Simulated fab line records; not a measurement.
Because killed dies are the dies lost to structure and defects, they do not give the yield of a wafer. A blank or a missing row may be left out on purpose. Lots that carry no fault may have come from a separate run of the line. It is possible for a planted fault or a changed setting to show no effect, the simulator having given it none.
Comparing a struck lot with a sound one    flow n5Finfet    37 out of 1938 route steps
Sound: the wafers L475.1, L475.2, L475.5. Wafers L483.4, L483.5, L483.6 were the ones struck. The cause comes at the end.
Each step with rows lists, per side, the tool, then ch with its chambers, then its first start. Under that, the readings that differ: sound wafers    struck wafers    difference of the means    sigmas: that difference in standard deviations of wafers without a fault.
alike: a reading whose means differ by less than 2 such deviations, as well as words and numbers matching on both sides. not compared: withheld readings; readings where some wafer has no value; bounds like >300 that might hide an equal value; numbers whose values overlap and for which the record gives no deviation.
The two part at a step that has a row with sigmas, a row that says differs or no value, or rows on one side only. Numbers that don't overlap but have no deviation are shown without sigmas and don't part them. A reading missing from all wafers of one side parts the sides only when that side holds two or more wafers.

first, 9 steps without rows for these wafers: N5_BEOL_M4_ANNEAL_95 (time 240 s); N5_BEOL_M4_SPUTTER_96 (material Cu, target thk 4.5 nm, time 8.29 s); N5_BEOL_M4_ECD_50 (material Cu, target thk 300 nm); N5_BEOL_M4_ANNEAL_51 (time 90 s); N5_BEOL_M4_CMP_52 (polishes, stops on SiOC, t overpolish 6.8 s, target thk 40 nm); N5_BEOL_M4_PRE_CLEAN_60 (time 15 s); N5_BEOL_M4_CO_CAP_55 (material Co, precursor CCTBA/H2, target thk 2 nm, time 102.1 s); N5_BEOL_M4_PRE_CLEAN_56 (time 15 s); N5_BEOL_M4_DEP_57 (deposits SiCN from 3MS/NH3, target thk 8 nm, time 14 s).
N5_BEOL_M4_RC_MEAS_101:
  sound on prober-01 ch 0, day 9 18:40; struck on prober-01 ch 0, day 11 11:01
  alike: DIBL_N, DIBL_P, IOFF_N, IOFF_P, ION_N, ION_P, SS_N, SS_P, VT_N, VT_P
then, 24 steps without rows for these wafers: N5_BEOL_M5_ILD_DEP_00 (deposits SiCOH lowk from DEMS/porogen, target thk 140.64 nm, time 25.9 s); N5_BEOL_M5_CURE_79 (cures SiCOH lowk, time 240 s); N5_BEOL_M5_PECVD_70 (deposits SiO2 from TEOS/O2, target thk 16 nm, time 18 s); N5_BEOL_M5_HM_DEP_02 (deposits TiN, target thk 20 nm); N5_BEOL_M5_COAT_59 (time 60 s, resist thk 60 nm); N5_BEOL_M5_COAT_60 (time 60 s, resist thk 12 nm); N5_BEOL_M5_COAT_71 (time 60 s, resist thk 5 nm); N5_BEOL_M5_COAT_05 (resist thk 30 nm); N5_BEOL_M5_EBR_07; N5_BEOL_M5_SOFTBAKE_06 (time 60 s); N5_BEOL_M5_EXPOSE_08 (exposes mask M5, target cd 28 nm); N5_BEOL_M5_PEB_09 (peb time 60 s); N5_BEOL_M5_DEVELOP_10 (develop time 30 s); N5_BEOL_M5_DESCUM_16 (chemistry O2, time 7 s); N5_BEOL_M5_ETCH_72 (etches underlayer in N2/H2, target depth 6.5 nm, time 5.2 s); N5_BEOL_M5_ETCH_61 (etches SiARC in CF4, target depth 15.6 nm, time 26 s); N5_BEOL_M5_ETCH_62 (etches SOC in N2/H2, target depth 75 nm, overetch 15 nm, time 112.5 s); N5_BEOL_M5_STRIP_63 (strips in N2/H2); N5_BEOL_M5_STRIP_73 (strips in N2/H2); N5_BEOL_M5_STRIP_64 (strips in CF4); N5_BEOL_M5_HM_OPEN_17 (chemistry Cl2/BCl3, target TiN, target depth 20 nm, overetch 6 nm); N5_BEOL_M5_STRIP_19 (strips in O2); N5_BEOL_M5_COAT_65 (time 60 s, resist thk 60 nm); N5_BEOL_M5_COAT_66 (time 60 s, resist thk 12 nm).
-- a jump in the record: the struck wafers' starts before and after are 2 days apart (it breaks off in module BEOL_M5 and resumes in module BEOL_M11, where the first step shown is number 1565 of the route) --
N5_BEOL_M11_EXPOSE_25: exposes mask V10.
  sound on arfiScanner-03 ch 0, day 11 22:55; struck on arfiScanner-03 ch 0, day 13 20:04
reading            sound              struck             difference  sigmas
exposureDoseMJCm2  85.65 85.41 85.70  98.31 98.29 98.34  +12.73      +99 or more
  alike: mask
N5_BEOL_M11_CD_MEAS_28: target cd 70 nm.
  sound on cdSem-01 ch 0, day 11 23:02; struck on cdSem-03 ch 0, day 13 20:10
reading    sound           struck          difference  sigmas
cdNm (nm)  69.2 70.0 69.7  82.9 82.6 83.1  +13.2       +15
N5_PASSIVATION_PROBE_49:
  the record has rows for the struck wafers here (prober-01, day 15 13:17) and none for the sound ones

## WHERE THEY PART
Earliest at N5_BEOL_M11_EXPOSE_25; latest, in this record, at N5_PASSIVATION_PROBE_49.

WHY: what had been put in by the simulator
Process parameters drifting: arfiScanner-03 at N5_BEOL_M11_EXPOSE_25, beginning at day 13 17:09. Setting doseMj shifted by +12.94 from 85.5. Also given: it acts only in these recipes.
